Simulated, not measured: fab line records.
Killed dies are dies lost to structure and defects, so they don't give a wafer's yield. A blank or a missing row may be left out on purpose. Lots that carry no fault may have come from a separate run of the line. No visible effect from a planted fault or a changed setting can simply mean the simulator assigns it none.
What tool caused it? + flow n5 finfet + 33 wafers from 11 lots sampled at 4 of the route's 1938 steps

== WHAT THE GAUGES SHOWED, per wafer ==
N5_BEOL_M6_OVL_MEAS_29. Usual: V5_OVL typically reads 0.0 nm, with standard deviation 0.66.
| lot  | measured     | on         | V5_OVL (nm)    | flag |
|------|--------------|------------|----------------|------|
| L346 | day 8 19:26  | overlay-02 | 0.4 -0.1 0.8   |      |
| L350 | day 9 10:50  | overlay-01 | 1.1 0.0 -0.5   |      |
| L351 | day 9 21:17  | overlay-01 | -1.1 -0.3 -1.6 |      |
| L359 | day 11 21:48 | overlay-01 | -0.3 0.8 0.9   |      |
| L361 | day 12 15:40 | overlay-02 | 1.4 -0.7 0.3   |      |
| L363 | day 12 22:24 | overlay-02 | 0.2 -0.1 0.6   |      |
| L362 | day 12 22:40 | overlay-02 | 0.5 0.9 1.5    |      |
| L364 | day 13 06:59 | overlay-02 | -0.7 -0.2 -0.4 |      |
| L366 | day 13 21:52 | overlay-01 | -0.7 1.3 -0.6  |      |
| L365 | day 14 02:26 | overlay-01 | 0.0 0.7 0.1    |      |
| L367 | day 14 02:28 | overlay-02 | 0.5 0.4 0.1    |      |

== TOOL THAT RAN EACH LOT (tool first, then ch and the chambers of the sampled wafers, then the start) ==
| lot  | N5_BEOL_M6_PECVD_70             | N5_BEOL_M6_STRIP_19                | N5_BEOL_M6_COAT_63                |
|------|---------------------------------|------------------------------------|-----------------------------------|
| L346 | pecvd-04 ch 0,1,2, day 8 15:29  | rie diel-02 ch 0,1,3, day 8 17:11  | litho track-05 ch 0, day 8 18:52  |
| L350 | pecvd-03 ch 0,2, day 9 07:31    | rie diel-02 ch 1,2,3, day 9 10:24  | litho track-05 ch 0, day 9 10:31  |
| L351 | pecvd-02 ch 0,1,2, day 9 18:54  | rie diel-06 ch 0,1,2, day 9 20:10  | litho track-05 ch 0, day 9 20:59  |
| L359 | pecvd-04 ch 0,1, day 11 18:27   | rie diel-01 ch 1,2, day 11 21:16   | litho track-02 ch 0, day 11 21:22 |
| L361 | pecvd-02 ch 0,1,2, day 12 11:17 | rie diel-02 ch 1,2,3, day 12 12:56 | litho track-02 ch 0, day 12 15:21 |
| L363 | pecvd-03 ch 0,2, day 12 18:46   | rie diel-06 ch 0,1,2, day 12 21:40 | litho track-01 ch 0, day 12 21:58 |
| L362 | pecvd-03 ch 0,2, day 12 19:16   | rie diel-02 ch 0,1, day 12 22:14   | litho track-05 ch 0, day 12 22:20 |
| L364 | pecvd-03 ch 0,1,2, day 13 03:34 | rie diel-06 ch 0,1,3, day 13 06:20 | litho track-02 ch 0, day 13 06:34 |
| L366 | pecvd-03 ch 0,1,2, day 13 15:26 | rie diel-06 ch 1,2,3, day 13 16:39 | litho track-01 ch 0, day 13 21:25 |
| L365 | pecvd-03 ch 0,2, day 13 22:17   | rie diel-02 ch 0,3, day 13 23:20   | litho track-05 ch 0, day 14 02:07 |
| L367 | pecvd-04 ch 0,1,2, day 14 00:33 | rie diel-06 ch 0,3, day 14 01:43   | litho track-02 ch 0, day 14 02:07 |
- N5_BEOL_M6_PECVD_70: deposits SiO2 from TEOS/O2, target thk 20 nm, time 22.7 s.
- N5_BEOL_M6_STRIP_19: strips in O2.
- N5_BEOL_M6_COAT_63: time 60 s, resist thk 60 nm.

== AS READ BY THE TOOLS THEMSELVES (means over the sampled wafers that have a number; for cases with no such wafer, the mark the record gives instead) ==
N5_BEOL_M6_PECVD_70. Usual: heater power w 722 W, standard deviation 65; showerhead plenum p Torr 8.80 Torr, standard deviation 0.05; throttle valve pct 23.2 %, standard deviation 1.4.
| lot  | tool     | heater power w (W) | showerhead plenum p Torr (Torr) | throttle valve pct (%) | flag |
|------|----------|--------------------|---------------------------------|------------------------|------|
| L346 | pecvd-04 | 770                | 8.78                            | 23.4                   |      |
| L350 | pecvd-03 | 626                | 8.83                            | 22.4                   |      |
| L351 | pecvd-02 | 752                | 8.78                            | 22.7                   |      |
| L359 | pecvd-04 | 713                | 8.76                            | 24.7                   |      |
| L361 | pecvd-02 | 744                | 8.79                            | 22.9                   |      |
| L363 | pecvd-03 | 659                | 8.84                            | 22.6                   |      |
| L362 | pecvd-03 | 718                | 8.87                            | 23.3                   |      |
| L364 | pecvd-03 | 724                | 8.85                            | 23.2                   |      |
| L366 | pecvd-03 | 739                | 8.83                            | 23.3                   |      |
| L365 | pecvd-03 | 666                | 8.84                            | 22.9                   |      |
| L367 | pecvd-04 | 714                | 8.77                            | 22.9                   |      |

N5_BEOL_M6_STRIP_19. Usual: drypump motor current A 5.7 A, standard deviation 0.44; oes product au 0.82 a.u., standard deviation 0.081; rf vpp V 3.6 V, standard deviation 0.64; showerhead plenum p Torr 2.10 Torr, standard deviation 0.079; throttle valve pct 16.67 %, standard deviation 0.26.
| lot  | tool        | drypump motor current A (A) | oes product au (a.u.) | rf vpp V (V) | showerhead plenum p Torr (Torr) | throttle valve pct (%) | flag |
|------|-------------|-----------------------------|-----------------------|--------------|---------------------------------|------------------------|------|
| L346 | rie diel-02 | 6.0                         | 0.88                  | 4.0          | 2.11                            | 16.56                  |      |
| L350 | rie diel-02 | 6.1                         | 0.87                  | 3.5          | 2.07                            | 16.54                  |      |
| L351 | rie diel-06 | 5.8                         | 0.82                  | 4.5          | 2.14                            | 16.69                  |      |
| L359 | rie diel-01 | 5.4                         | 0.77                  | 4.1          | 2.06                            | 17.03                  |      |
| L361 | rie diel-02 | 6.1                         | 0.82                  | 3.4          | 2.06                            | 16.58                  |      |
| L363 | rie diel-06 | 5.8                         | 0.79                  | 3.5          | 2.14                            | 16.73                  |      |
| L362 | rie diel-02 | 5.8                         | 0.79                  | 3.3          | 2.15                            | 16.65                  |      |
| L364 | rie diel-06 | 5.8                         | 0.81                  | 3.3          | 2.09                            | 16.60                  |      |
| L366 | rie diel-06 | 5.8                         | 0.77                  | 3.4          | 2.07                            | 16.80                  |      |
| L365 | rie diel-02 | 5.7                         | 0.84                  | 4.0          | 2.16                            | 16.64                  |      |
| L367 | rie diel-06 | 5.7                         | 0.79                  | 3.0          | 2.14                            | 16.64                  |      |

N5_BEOL_M6_COAT_63. Usual: spin speed rpm 1499.9 rpm, standard deviation 0.89.
| lot  | tool           | spin speed rpm (rpm) | flag |
|------|----------------|----------------------|------|
| L346 | litho track-05 | 1499.4               |      |
| L350 | litho track-05 | 1535.9               | OFF  |
| L351 | litho track-05 | 1536.2               | OFF  |
| L359 | litho track-02 | 1499.6               |      |
| L361 | litho track-02 | 1500.8               |      |
| L363 | litho track-01 | 1501.5               |      |
| L362 | litho track-05 | 1500.5               |      |
| L364 | litho track-02 | 1500.0               |      |
| L366 | litho track-01 | 1499.1               |      |
| L365 | litho track-05 | 1499.8               |      |
| L367 | litho track-02 | 1499.7               |      |

== THE ANSWER, worked out from the rows above alone ==
Rule: take the mean of a lot's wafers that have a number; if it is more than 3 standard deviations from the usual mean, the lot is off. A lot without any number at a reading at which 4 lots or more have one is off too. The other lots that the step has rows for count as sound. After the gauges, taken in route order, come the tools' own readings; for these a lot's mean is taken, as printed above. At the first step where some lot is off, the reading lying furthest off is the one used; lots without a number count as furthest.
Off: L350, L351, at N5_BEOL_M6_COAT_63 (spin speed rpm).
A tool fits if, at that step or a process step before it, it ran every lot that is off, and no sound lot after the first of them. Not one of the candidates tried fits.

== WHAT THE SIMULATOR HAD INSERTED ==
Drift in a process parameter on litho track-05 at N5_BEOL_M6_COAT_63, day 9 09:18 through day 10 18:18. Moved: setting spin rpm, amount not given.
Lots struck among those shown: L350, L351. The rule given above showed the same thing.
